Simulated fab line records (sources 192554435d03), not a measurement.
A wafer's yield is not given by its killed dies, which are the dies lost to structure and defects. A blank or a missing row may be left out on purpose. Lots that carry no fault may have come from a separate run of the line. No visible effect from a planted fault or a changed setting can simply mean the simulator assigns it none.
Chamber matching / flow n5 finfet / ald metal-01 running N5_BEOL_M8_ALD_77: 4 sister chambers
The step deposits TaN, target thk 2 nm, pulse time 2 s, purge time 3 s. 8 wafers are shown with their chamber, then 7 later ones without.

== WAFERS PAIRED WITH THEIR CHAMBERS ==
wafer=L075.2; chamber=3; heater power w (W)=380; heater power outer w (W)=224
wafer=L081.1; chamber=2; heater power w (W)=406; heater power outer w (W)=207
wafer=L081.6; chamber=1; heater power w (W)=431; heater power outer w (W)=238
wafer=L084.1; chamber=0; heater power w (W)=440; heater power outer w (W)=249
wafer=L084.3; chamber=3; heater power w (W)=372; heater power outer w (W)=221
wafer=L084.4; chamber=2; heater power w (W)=404; heater power outer w (W)=202
wafer=L090.2; chamber=0; heater power w (W)=444; heater power outer w (W)=249
wafer=L090.4; chamber=1; heater power w (W)=436; heater power outer w (W)=250

== WAFERS WITHOUT THEIR CHAMBER ==
wafer=L090.6; heater power w (W)=378; heater power outer w (W)=219
wafer=L093.1; heater power w (W)=375; heater power outer w (W)=223
wafer=L093.2; heater power w (W)=415; heater power outer w (W)=200
wafer=L093.3; heater power w (W)=446; heater power outer w (W)=243
wafer=L095.1; heater power w (W)=397; heater power outer w (W)=206
wafer=L095.3; heater power w (W)=441; heater power outer w (W)=243
wafer=L095.6; heater power w (W)=446; heater power outer w (W)=245

== WHICH CHAMBER EACH ONE RAN IN ==
wafer=L090.6; from the rows above=3; in truth=3
wafer=L093.1; from the rows above=3; in truth=3
wafer=L093.2; from the rows above=2; in truth=2
wafer=L093.3; from the rows above=can't be placed: 0 or 1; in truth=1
wafer=L095.1; from the rows above=2; in truth=2
wafer=L095.3; from the rows above=can't be placed: 0 or 1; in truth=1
wafer=L095.6; from the rows above=0; in truth=0
5 of 7 placed correctly. These rows do not allow placing 2 (true chamber among the candidates in 2). Wrongly placed: 0.
How it was worked out, from the rows above alone: a wafer's distance from a chamber is the root of the sum, over the readings, of the square of ((its reading less the chamber's mean) divided by the reading's scatter). If the next closest chamber is less than 2 further off than the closest, the wafer can't be placed; otherwise it belongs to the closest. For every chamber, the mean is computed from those of its wafers that are shown. The scatter: the root of (the sum of the squares of (reading less its chamber's mean) over the shown wafers, divided by (wafers less chambers)).
